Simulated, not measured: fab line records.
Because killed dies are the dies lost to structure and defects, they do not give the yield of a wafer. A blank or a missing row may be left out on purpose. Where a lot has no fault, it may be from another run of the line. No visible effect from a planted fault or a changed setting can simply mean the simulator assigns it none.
Matching of chambers / flow nand-harc / NHARC_P_CONTACT_ETCH_35 on rie-diel-13 has 4 sister chambers
The step etches the open film in CF4, target depth 39 nm, time 65 s. 16 wafers are shown with their chamber, then 8 later ones without.

WAFERS WITH THEIR CHAMBER
wafer=L447.2; chamber=0; drypump-motor-current-A (A)=5.64; oes-product-au (a.u.)=1.010; rf-vpp-V (V)=151.9
wafer=L447.3; chamber=1; drypump-motor-current-A (A)=5.71; oes-product-au (a.u.)=1.006; rf-vpp-V (V)=152.4
wafer=L447.6; chamber=3; drypump-motor-current-A (A)=6.18; oes-product-au (a.u.)=1.004; rf-vpp-V (V)=153.0
wafer=L450.3; chamber=0; drypump-motor-current-A (A)=5.66; oes-product-au (a.u.)=1.013; rf-vpp-V (V)=150.1
wafer=L450.4; chamber=1; drypump-motor-current-A (A)=5.71; oes-product-au (a.u.)=0.986; rf-vpp-V (V)=153.3
wafer=L450.6; chamber=1; drypump-motor-current-A (A)=5.69; oes-product-au (a.u.)=0.988; rf-vpp-V (V)=150.9
wafer=L453.1; chamber=1; drypump-motor-current-A (A)=5.65; oes-product-au (a.u.)=0.997; rf-vpp-V (V)=151.7
wafer=L453.2; chamber=0; drypump-motor-current-A (A)=5.65; oes-product-au (a.u.)=1.008; rf-vpp-V (V)=150.9
wafer=L453.4; chamber=2; drypump-motor-current-A (A)=5.72; oes-product-au (a.u.)=0.992; rf-vpp-V (V)=151.4
wafer=L455.3; chamber=0; drypump-motor-current-A (A)=5.67; oes-product-au (a.u.)=1.019; rf-vpp-V (V)=150.6
wafer=L455.4; chamber=1; drypump-motor-current-A (A)=5.73; oes-product-au (a.u.)=0.998; rf-vpp-V (V)=151.5
wafer=L455.6; chamber=2; drypump-motor-current-A (A)=5.73; oes-product-au (a.u.)=1.000; rf-vpp-V (V)=151.2
wafer=L458.1; chamber=1; drypump-motor-current-A (A)=5.68; oes-product-au (a.u.)=0.983; rf-vpp-V (V)=153.5
wafer=L458.3; chamber=0; drypump-motor-current-A (A)=5.64; oes-product-au (a.u.)=1.014; rf-vpp-V (V)=152.4
wafer=L458.5; chamber=2; drypump-motor-current-A (A)=5.67; oes-product-au (a.u.)=0.991; rf-vpp-V (V)=151.4
wafer=L463.2; chamber=0; drypump-motor-current-A (A)=5.64; oes-product-au (a.u.)=1.008; rf-vpp-V (V)=152.0

SIGNATURES, as means of the wafers listed above
reading=drypump-motor-current-A; chamber 0=5.6500; chamber 1=5.6950; chamber 2=5.7067; chamber 3=6.1800; scatter within a chamber=0.0238
reading=oes-product-au; chamber 0=1.01200; chamber 1=0.99300; chamber 2=0.99433; chamber 3=1.00400; scatter within a chamber=0.0066
reading=rf-vpp-V; chamber 0=151.317; chamber 1=152.217; chamber 2=151.333; chamber 3=153.000; scatter within a chamber=0.892
Rule: a wafer lies at a distance from a chamber equal to the root of the sum of squares, over the readings, of (its reading less the chamber's mean, divided by the reading's scatter). The wafer belongs to the nearest chamber; if the next one is less than 2 further off, it can't be placed. The scatter: the root of (the sum of the squares of (reading less its chamber's mean) over the shown wafers, divided by (wafers less chambers)).

WAFERS WITH NO CHAMBER GIVEN
wafer=L463.3; drypump-motor-current-A (A)=6.19; oes-product-au (a.u.)=1.005; rf-vpp-V (V)=152.7
wafer=L463.6; drypump-motor-current-A (A)=5.69; oes-product-au (a.u.)=0.984; rf-vpp-V (V)=151.5
wafer=L466.2; drypump-motor-current-A (A)=5.66; oes-product-au (a.u.)=1.008; rf-vpp-V (V)=152.4
wafer=L466.3; drypump-motor-current-A (A)=6.16; oes-product-au (a.u.)=0.999; rf-vpp-V (V)=152.7
wafer=L466.4; drypump-motor-current-A (A)=5.70; oes-product-au (a.u.)=0.984; rf-vpp-V (V)=151.5
wafer=L468.4; drypump-motor-current-A (A)=5.64; oes-product-au (a.u.)=1.010; rf-vpp-V (V)=150.9
wafer=L468.5; drypump-motor-current-A (A)=5.68; oes-product-au (a.u.)=0.992; rf-vpp-V (V)=151.2
wafer=L468.6; drypump-motor-current-A (A)=6.18; oes-product-au (a.u.)=1.011; rf-vpp-V (V)=152.3

CHAMBER TAKEN BY EACH
wafer=L463.3; from the rows above=3; in truth=3
wafer=L463.6; from the rows above=can't be placed: 1 or 2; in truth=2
wafer=L466.2; from the rows above=can't be placed: 0 or 1 or 2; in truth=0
wafer=L466.3; from the rows above=3; in truth=3
wafer=L466.4; from the rows above=can't be placed: 1 or 2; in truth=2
wafer=L468.4; from the rows above=0; in truth=0
wafer=L468.5; from the rows above=can't be placed: 2 or 1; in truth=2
wafer=L468.6; from the rows above=3; in truth=3
Correct placement for 4 of the 8. From these rows, 4 cannot be placed; in 4 the true chamber is one of the candidates. 0 placed wrongly.
